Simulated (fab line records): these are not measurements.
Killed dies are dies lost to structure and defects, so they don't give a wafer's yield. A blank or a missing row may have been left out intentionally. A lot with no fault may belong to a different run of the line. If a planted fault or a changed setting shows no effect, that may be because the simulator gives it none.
Which of the tools did it? / flow n5 finfet / 27 wafers from 9 lots sampled at 5 of the route's 1938 steps

== WHAT EACH GAUGE READ, for each wafer ==
N5_HKMG_FIN_INSPECT_14: inspects for defects (macro). Usual: raw defect count reads 2.1 (standard deviation 1.4).
lot=L762; measured=day 4 03:19; on=defect inspect-02; raw defect count=4 5 2; flag=
lot=L766; measured=day 5 08:14; on=defect inspect-02; raw defect count=1 3 1; flag=
lot=L768; measured=day 5 13:49; on=defect inspect-02; raw defect count=1 2 2; flag=
lot=L769; measured=day 5 20:11; on=defect inspect-01; raw defect count=1 1 1; flag=
lot=L770; measured=day 6 02:59; on=defect inspect-01; raw defect count=2 3 2; flag=
lot=L774; measured=day 7 03:20; on=defect inspect-02; raw defect count=1 6 1; flag=
lot=L783; measured=day 9 13:56; on=defect inspect-01; raw defect count=1 2 2; flag=
lot=L784; measured=day 9 20:01; on=defect inspect-01; raw defect count=2 4 4; flag=
lot=L785; measured=day 9 20:28; on=defect inspect-01; raw defect count=2 0 1; flag=

N5_BEOL_M4_RC_MEAS_101. Usual: DIBL_N 36.3 mV/V, standard deviation 1; DIBL_P 36.2 mV/V, standard deviation 1.4; IOFF_N 0.157 nA/um, standard deviation 0.021; IOFF_P 0.206 nA/um, standard deviation 0.025; ION_N 673 uA/um, standard deviation 9; ION_P 461 uA/um, standard deviation 6.4; SS_N 71.5 mV/dec, standard deviation 0.5; SS_P 73.2 mV/dec, standard deviation 0.47; VT_N 249.9 mV, standard deviation 2.4; VT_P -250.6 mV, standard deviation 2.9.
lot=L762; measured=day 8 00:16; on=prober-01; DIBL_N (mV/V)=35.0 35.3 35.6; DIBL_P (mV/V)=35.5 34.7 35.7; IOFF_N (nA/um)=0.131 0.128 0.131; IOFF_P (nA/um)=0.174 0.170 0.179; ION_N (uA/um)=674 664 665; ION_P (uA/um)=456 452 456; SS_N (mV/dec)=71.2 71.7 70.8; SS_P (mV/dec)=72.7 73.0 72.5; VT_N (mV)=252.7 252.4 254.0; VT_P (mV)=-254.4 -255.1 -254.1; flag=
lot=L766; measured=day 9 11:14; on=prober-01; DIBL_N (mV/V)=35.1 36.8 36.6; DIBL_P (mV/V)=35.5 37.4 37.1; IOFF_N (nA/um)=0.132 0.159 0.158; IOFF_P (nA/um)=0.191 0.221 0.216; ION_N (uA/um)=675 679 679; ION_P (uA/um)=465 471 464; SS_N (mV/dec)=70.5 71.0 71.9; SS_P (mV/dec)=72.7 73.3 72.9; VT_N (mV)=252.1 246.7 248.5; VT_P (mV)=-252.4 -248.8 -251.5; flag=
lot=L768; measured=day 9 09:32; on=prober-01; DIBL_N (mV/V)=37.5 39.5 38.3; DIBL_P (mV/V)=35.9 38.7 37.6; IOFF_N (nA/um)=0.151 0.202 0.181; IOFF_P (nA/um)=0.199 0.242 0.226; ION_N (uA/um)=668 686 686; ION_P (uA/um)=464 467 469; SS_N (mV/dec)=71.5 72.3 71.5; SS_P (mV/dec)=73.9 73.3 73.5; VT_N (mV)=250.2 246.9 250.7; VT_P (mV)=-249.6 -247.3 -250.6; flag=
lot=L769; measured=day 9 13:46; on=prober-01; DIBL_N (mV/V)=37.1 36.2 36.3; DIBL_P (mV/V)=38.0 37.4 37.1; IOFF_N (nA/um)=0.200 0.189 0.183; IOFF_P (nA/um)=0.260 0.241 0.251; ION_N (uA/um)=676 673 676; ION_P (uA/um)=464 463 465; SS_N (mV/dec)=72.4 71.8 71.9; SS_P (mV/dec)=74.0 73.5 74.3; VT_N (mV)=247.1 246.8 249.2; VT_P (mV)=-247.2 -248.0 -246.9; flag=
lot=L770; measured=day 9 14:26; on=prober-02; DIBL_N (mV/V)=36.2 36.6 36.2; DIBL_P (mV/V)=35.7 35.6 35.8; IOFF_N (nA/um)=0.148 0.154 0.151; IOFF_P (nA/um)=0.186 0.178 0.182; ION_N (uA/um)=673 675 677; ION_P (uA/um)=457 456 467; SS_N (mV/dec)=71.8 71.9 71.1; SS_P (mV/dec)=73.9 72.4 73.3; VT_N (mV)=250.7 248.6 250.7; VT_P (mV)=-252.1 -251.9 -252.5; flag=
lot=L774; measured=day 10 21:08; on=prober-02; DIBL_N (mV/V)=37.0 37.3 37.2; DIBL_P (mV/V)=37.4 37.7 38.3; IOFF_N (nA/um)=0.161 0.164 0.170; IOFF_P (nA/um)=0.206 0.208 0.222; ION_N (uA/um)=671 668 687; ION_P (uA/um)=460 455 462; SS_N (mV/dec)=71.6 72.2 72.1; SS_P (mV/dec)=73.0 73.4 72.6; VT_N (mV)=253.7 250.5 247.8; VT_P (mV)=-251.2 -253.6 -251.6; flag=
lot=L783; measured=day 13 01:10; on=prober-01; DIBL_N (mV/V)=35.8 36.5 35.6; DIBL_P (mV/V)=34.6 34.8 34.3; IOFF_N (nA/um)=0.141 0.147 0.142; IOFF_P (nA/um)=0.206 0.210 0.208; ION_N (uA/um)=679 665 681; ION_P (uA/um)=470 463 472; SS_N (mV/dec)=71.0 71.5 71.0; SS_P (mV/dec)=73.2 72.5 72.6; VT_N (mV)=250.3 248.9 250.8; VT_P (mV)=-247.9 -246.2 -247.9; flag=
lot=L784; measured=day 13 13:49; on=prober-02; DIBL_N (mV/V)=37.8 35.6 33.4; DIBL_P (mV/V)=38.4 35.6 32.3; IOFF_N (nA/um)=0.180 0.145 0.106; IOFF_P (nA/um)=0.230 0.187 0.148; ION_N (uA/um)=674 664 663; ION_P (uA/um)=462 457 455; SS_N (mV/dec)=71.7 72.1 70.7; SS_P (mV/dec)=74.2 72.9 72.3; VT_N (mV)=248.4 251.5 255.4; VT_P (mV)=-251.4 -251.2 -255.0; flag=
lot=L785; measured=day 13 18:34; on=prober-02; DIBL_N (mV/V)=36.6 37.6 36.7; DIBL_P (mV/V)=39.0 40.5 38.5; IOFF_N (nA/um)=0.183 0.208 0.187; IOFF_P (nA/um)=0.210 0.230 0.207; ION_N (uA/um)=688 697 686; ION_P (uA/um)=469 462 462; SS_N (mV/dec)=71.7 71.7 72.0; SS_P (mV/dec)=73.4 73.7 73.4; VT_N (mV)=246.7 247.3 246.2; VT_P (mV)=-247.7 -248.8 -249.5; flag=

== WHAT TOOL EACH LOT RAN ON (gives the tool, then ch and the chambers of the sampled wafers, and finally the start) ==
lot=L762; N5_HKMG_FIN_DESCUM_17=rie diel-06 ch 2,3, day 4 03:20; N5_HKMG_FIN_ETCH_35=rie diel-06 ch 2,3, day 4 03:38; N5_HKMG_FIN_STRIP_88=plasma asher-01 ch 0,1, day 4 04:59
lot=L766; N5_HKMG_FIN_DESCUM_17=rie diel-06 ch 0,3, day 5 08:18; N5_HKMG_FIN_ETCH_35=rie diel-06 ch 0,3, day 5 08:36; N5_HKMG_FIN_STRIP_88=plasma asher-02 ch 0,1, day 5 09:56
lot=L768; N5_HKMG_FIN_DESCUM_17=rie diel-06 ch 0,1,2, day 5 14:31; N5_HKMG_FIN_ETCH_35=rie diel-06 ch 0,1,2, day 5 14:49; N5_HKMG_FIN_STRIP_88=plasma asher-02 ch 0,1, day 5 16:05
lot=L769; N5_HKMG_FIN_DESCUM_17=rie diel-04 ch 0,2,3, day 5 20:13; N5_HKMG_FIN_ETCH_35=rie diel-04 ch 0,2,3, day 5 20:31; N5_HKMG_FIN_STRIP_88=plasma asher-02 ch 0,1, day 5 21:47
lot=L770; N5_HKMG_FIN_DESCUM_17=rie diel-06 ch 1,3, day 6 03:46; N5_HKMG_FIN_ETCH_35=rie diel-06 ch 1,3, day 6 04:04; N5_HKMG_FIN_STRIP_88=plasma asher-01 ch 1, day 6 05:20
lot=L774; N5_HKMG_FIN_DESCUM_17=rie diel-06 ch 0,1,2, day 7 03:55; N5_HKMG_FIN_ETCH_35=rie diel-06 ch 0,1,2, day 7 04:13; N5_HKMG_FIN_STRIP_88=plasma asher-02 ch 0,1, day 7 05:34
lot=L783; N5_HKMG_FIN_DESCUM_17=rie diel-02 ch 0,1,3, day 9 14:12; N5_HKMG_FIN_ETCH_35=rie diel-02 ch 0,1,3, day 9 14:30; N5_HKMG_FIN_STRIP_88=plasma asher-02 ch 0,1, day 9 16:00
lot=L784; N5_HKMG_FIN_DESCUM_17=rie diel-06 ch 0,1,3, day 9 20:02; N5_HKMG_FIN_ETCH_35=rie diel-06 ch 0,1,3, day 9 20:20; N5_HKMG_FIN_STRIP_88=plasma asher-01 ch 1, day 9 21:37
lot=L785; N5_HKMG_FIN_DESCUM_17=rie diel-04 ch 0,2, day 9 20:31; N5_HKMG_FIN_ETCH_35=rie diel-04 ch 0,2, day 9 20:50; N5_HKMG_FIN_STRIP_88=plasma asher-02 ch 0,1, day 9 22:46
- N5_HKMG_FIN_DESCUM_17: chemistry O2, time 7.9 s.
- N5_HKMG_FIN_ETCH_35: etches SOC in N2/H2, target depth 215.8 nm, time 243.4 s.
- N5_HKMG_FIN_STRIP_88: strips in N2/H2, time 360 s.

== AS READ BY THE TOOLS THEMSELVES (means over the sampled wafers that have a number; for cases with no such wafer, the mark the record gives instead) ==
N5_HKMG_FIN_DESCUM_17. Usual: drypump motor current A 5.8 A, standard deviation 0.58; oes product au 0.79 a.u., standard deviation 0.071; rf vpp V 243.2 V, standard deviation 1.3; showerhead plenum p Torr 2.09 Torr, standard deviation 0.075; throttle valve pct 20.44 %, standard deviation 0.27.
lot=L762; tool=rie diel-06; drypump motor current A (A)=5.2; oes product au (a.u.)=0.83; rf vpp V (V)=242.4; showerhead plenum p Torr (Torr)=2.09; throttle valve pct (%)=20.36; flag=
lot=L766; tool=rie diel-06; drypump motor current A (A)=6.2; oes product au (a.u.)=0.82; rf vpp V (V)=242.8; showerhead plenum p Torr (Torr)=2.05; throttle valve pct (%)=20.16; flag=
lot=L768; tool=rie diel-06; drypump motor current A (A)=6.2; oes product au (a.u.)=0.78; rf vpp V (V)=242.7; showerhead plenum p Torr (Torr)=2.08; throttle valve pct (%)=20.35; flag=
lot=L769; tool=rie diel-04; drypump motor current A (A)=6.1; oes product au (a.u.)=0.82; rf vpp V (V)=243.7; showerhead plenum p Torr (Torr)=2.12; throttle valve pct (%)=20.46; flag=
lot=L770; tool=rie diel-06; drypump motor current A (A)=5.4; oes product au (a.u.)=0.79; rf vpp V (V)=245.2; showerhead plenum p Torr (Torr)=2.17; throttle valve pct (%)=20.70; flag=
lot=L774; tool=rie diel-06; drypump motor current A (A)=6.1; oes product au (a.u.)=0.76; rf vpp V (V)=242.6; showerhead plenum p Torr (Torr)=2.07; throttle valve pct (%)=20.36; flag=
lot=L783; tool=rie diel-02; drypump motor current A (A)=5.3; oes product au (a.u.)=0.75; rf vpp V (V)=243.8; showerhead plenum p Torr (Torr)=2.09; throttle valve pct (%)=20.52; flag=
lot=L784; tool=rie diel-06; drypump motor current A (A)=5.8; oes product au (a.u.)=0.76; rf vpp V (V)=243.4; showerhead plenum p Torr (Torr)=2.10; throttle valve pct (%)=20.48; flag=
lot=L785; tool=rie diel-04; drypump motor current A (A)=6.3; oes product au (a.u.)=0.93; rf vpp V (V)=242.0; showerhead plenum p Torr (Torr)=2.06; throttle valve pct (%)=20.38; flag=

N5_HKMG_FIN_ETCH_35. Usual: bias w 5.001 W, standard deviation 0.016; drypump motor current A 5.8 A, standard deviation 0.58; oes product au 0.78 a.u., standard deviation 0.071; rf vpp V 141.7 V, standard deviation 1.1; showerhead plenum p Torr 2.55 Torr, standard deviation 0.088; throttle valve pct 17.89 %, standard deviation 0.28.
lot=L762; tool=rie diel-06; bias w (W)=4.979; drypump motor current A (A)=5.3; oes product au (a.u.)=0.82; rf vpp V (V)=141.8; showerhead plenum p Torr (Torr)=2.54; throttle valve pct (%)=17.85; flag=
lot=L766; tool=rie diel-06; bias w (W)=4.988; drypump motor current A (A)=6.2; oes product au (a.u.)=0.81; rf vpp V (V)=140.9; showerhead plenum p Torr (Torr)=2.51; throttle valve pct (%)=17.66; flag=
lot=L768; tool=rie diel-06; bias w (W)=4.807; drypump motor current A (A)=6.1; oes product au (a.u.)=0.76; rf vpp V (V)=137.9; showerhead plenum p Torr (Torr)=2.52; throttle valve pct (%)=17.78; flag=OFF
lot=L769; tool=rie diel-04; bias w (W)=4.999; drypump motor current A (A)=6.1; oes product au (a.u.)=0.82; rf vpp V (V)=142.2; showerhead plenum p Torr (Torr)=2.56; throttle valve pct (%)=17.81; flag=
lot=L770; tool=rie diel-06; bias w (W)=4.796; drypump motor current A (A)=5.4; oes product au (a.u.)=0.78; rf vpp V (V)=138.7; showerhead plenum p Torr (Torr)=2.63; throttle valve pct (%)=18.13; flag=OFF
lot=L774; tool=rie diel-06; bias w (W)=4.799; drypump motor current A (A)=6.1; oes product au (a.u.)=0.75; rf vpp V (V)=137.7; showerhead plenum p Torr (Torr)=2.52; throttle valve pct (%)=17.79; flag=OFF
lot=L783; tool=rie diel-02; bias w (W)=5.014; drypump motor current A (A)=5.3; oes product au (a.u.)=0.74; rf vpp V (V)=141.7; showerhead plenum p Torr (Torr)=2.55; throttle valve pct (%)=18.07; flag=
lot=L784; tool=rie diel-06; bias w (W)=4.998; drypump motor current A (A)=5.8; oes product au (a.u.)=0.77; rf vpp V (V)=142.1; showerhead plenum p Torr (Torr)=2.56; throttle valve pct (%)=17.97; flag=
lot=L785; tool=rie diel-04; bias w (W)=5.001; drypump motor current A (A)=6.3; oes product au (a.u.)=0.93; rf vpp V (V)=140.6; showerhead plenum p Torr (Torr)=2.48; throttle valve pct (%)=17.65; flag=

N5_HKMG_FIN_STRIP_88. Usual: drypump motor current A 5.3 A, standard deviation 0.55; heater power w 450 W, standard deviation 27.
lot=L762; tool=plasma asher-01; drypump motor current A (A)=5.7; heater power w (W)=470; flag=
lot=L766; tool=plasma asher-02; drypump motor current A (A)=5.1; heater power w (W)=432; flag=
lot=L768; tool=plasma asher-02; drypump motor current A (A)=5.1; heater power w (W)=432; flag=
lot=L769; tool=plasma asher-02; drypump motor current A (A)=5.0; heater power w (W)=454; flag=
lot=L770; tool=plasma asher-01; drypump motor current A (A)=5.3; heater power w (W)=464; flag=
lot=L774; tool=plasma asher-02; drypump motor current A (A)=5.0; heater power w (W)=451; flag=
lot=L783; tool=plasma asher-02; drypump motor current A (A)=5.0; heater power w (W)=449; flag=
lot=L784; tool=plasma asher-01; drypump motor current A (A)=5.3; heater power w (W)=466; flag=
lot=L785; tool=plasma asher-02; drypump motor current A (A)=5.1; heater power w (W)=427; flag=

== THE ANSWER, worked out from the rows above alone ==
Rule: a lot counts as off when the mean over its wafers that have a number is more than 3 standard deviations away from the usual mean. A lot without any number at a reading at which 4 lots or more have one is off too. The other lots that the step has rows for count as sound. The gauges are gone through in route order, then the tools' own readings, and for those a lot's mean is taken as printed above. At the first step where some lot is off, the reading lying furthest off is the one used; lots without a number count as furthest.
Off: L768, L770, L774 (N5_HKMG_FIN_ETCH_35, bias w).
If a tool, at that step or one of the process steps before it, ran each lot that is off and ran no sound lot following the first of them, it fits. None of those tried fits.

== WHAT THE SIMULATOR PUT IN ==
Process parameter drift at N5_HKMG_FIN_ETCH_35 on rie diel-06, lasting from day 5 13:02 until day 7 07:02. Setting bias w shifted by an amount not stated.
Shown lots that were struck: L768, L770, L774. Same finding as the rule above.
